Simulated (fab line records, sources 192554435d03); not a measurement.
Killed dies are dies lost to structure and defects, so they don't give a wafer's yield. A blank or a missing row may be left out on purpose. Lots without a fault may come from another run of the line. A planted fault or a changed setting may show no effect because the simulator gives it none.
Chamber matching | flow n5_finfet | N5_HKMG_FIN_STRIP_93 on rie_diel-04: 4 sister chambers
The step strips SOC in N2/H2, time 20 s. 4 wafers are shown with their chamber, then 7 later ones without.

WAFERS WITH THEIR CHAMBER
wafer  | chamber | showerhead_plenum_p_Torr (Torr)
L080.4 | 0       | 3.29
L081.5 | 2       | 3.19
L083.1 | 1       | 3.42
L083.2 | 3       | 3.28

WAFERS WITHOUT THEIR CHAMBER
wafer  | showerhead_plenum_p_Torr (Torr)
L083.4 | 3.29
L094.3 | 3.19
L094.4 | 3.41
L094.5 | 3.19
L097.1 | 3.41
L097.3 | 3.18
L097.6 | 3.27

WHICH CHAMBER EACH WENT THROUGH
wafer  | from the rows above     | in truth
L083.4 | can't be placed: 0 or 3 | 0
L094.3 | 2                       | 2
L094.4 | 1                       | 1
L094.5 | 2                       | 2
L097.1 | 1                       | 1
L097.3 | 2                       | 2
L097.6 | can't be placed: 3 or 0 | 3
Placed correctly: 5 of 7. Can't be placed from these rows: 2 (the true chamber is among the candidates in 2). Placed wrongly: 0.
How it was worked out, from the rows above alone: a wafer's distance from a chamber is the root of the sum, over the readings, of the square of ((its reading less the chamber's mean) divided by the reading's scatter). The wafer belongs to the nearest chamber; if the next one is less than 2 further off, it can't be placed. A chamber's mean is the mean of its shown wafers. The scatter: with one shown wafer a chamber, the root of the mean of the squares of how far each hidden wafer lies from its nearest shown one.
